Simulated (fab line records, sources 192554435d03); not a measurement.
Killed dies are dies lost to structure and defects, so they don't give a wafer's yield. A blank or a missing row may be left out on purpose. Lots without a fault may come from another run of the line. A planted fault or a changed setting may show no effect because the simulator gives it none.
One fault seen from 3 desks | flow n5_finfet | each desk has only its own numbers; what lay behind them comes last

THE METROLOGY DESK
What the gauges read, lot by lot, whatever tool the lot ran on: means of the sampled wafers that have a number. A lot is out of limits, marked OUT, if its mean lies more than 4 standard deviations from the usual mean; the brackets give that distance.
Columns: A = cd_nm at N5_BEOL_M9_CD_MEAS_28, usual 69.8 nm; B = V8_OVL at N5_BEOL_M9_OVL_MEAS_29, usual 0.1 nm
lot  | first seen here | A    | B
L586 | day 10 11:13    | 70.0 | 0.4
L590 | day 11 13:57    | 69.8 | 0.1
L602 | day 14 20:03    | 69.8 | -0.1
L603 | day 15 04:41    | 69.6 | 0.2
L605 | day 15 11:00    | 70.0 | -0.1
L608 | day 15 22:18    | 70.0 | -0.1
This desk's finding: nothing out of limits on any of the 6 lots.

THE TOOL OWNER'S DESK: rie_diel-01
The tool's own readings at N5_BEOL_M9_VIA_ETCH_34 (etches SiCOH lowk in C4F6/O2, target depth 182.4 nm, time 68.4 s): means of the sampled wafers that have a number, for each lot that ran on this tool. A lot is out of limits, marked OUT, if its mean lies more than 4 standard deviations from the usual mean; the brackets give that distance.
Columns: A = drypump_motor_current_A at N5_BEOL_M9_VIA_ETCH_34, usual 5.5 A; B = oes_o_777_au at N5_BEOL_M9_VIA_ETCH_34, usual 0.79 a.u.; C = oes_product_au at N5_BEOL_M9_VIA_ETCH_34, usual 0.80 a.u.; D = rf_vpp_V at N5_BEOL_M9_VIA_ETCH_34, usual 672 V; E = showerhead_plenum_p_Torr at N5_BEOL_M9_VIA_ETCH_34, usual 2.84 Torr; F = throttle_valve_pct at N5_BEOL_M9_VIA_ETCH_34, usual 20.93 %
lot  | first seen here | A   | B    | C    | D   | E    | F
L586 | day 10 11:31    | 5.5 | 0.89 | 0.90 | 685 | 2.82 | 20.59
L602 | day 14 20:31    | 5.6 | 0.87 | 1.09 | 666 | 2.85 | 20.72
L603 | day 15 04:59    | 5.4 | 0.87 | 1.10 | 678 | 2.94 | 20.76
This desk's finding: nothing out of limits on any of the 3 lots.

THE DEFECT DESK
What the inspections along the route counted, lot by lot: means of the sampled wafers that have a number. A lot is out of limits, marked OUT, if its mean lies more than 4 standard deviations from the usual mean; the brackets give that distance.
Columns: A = raw_defect_count at N5_BEOL_M9_INSPECT_30, usual 428
lot  | first seen here | A
L586 | day 10 11:18    | 467
L590 | day 11 14:02    | 373
L602 | day 14 20:09    | 322
L603 | day 15 04:46    | 426
L605 | day 15 11:05    | 358
L608 | day 15 22:23    | 479
This desk's finding: nothing out of limits on any of the 6 lots.

PUT TOGETHER
The metrology desk saw nothing out of limits.
The tool owner's desk saw nothing out of limits.
The defect desk saw nothing out of limits.

WHAT THE SIMULATOR HAD PUT IN
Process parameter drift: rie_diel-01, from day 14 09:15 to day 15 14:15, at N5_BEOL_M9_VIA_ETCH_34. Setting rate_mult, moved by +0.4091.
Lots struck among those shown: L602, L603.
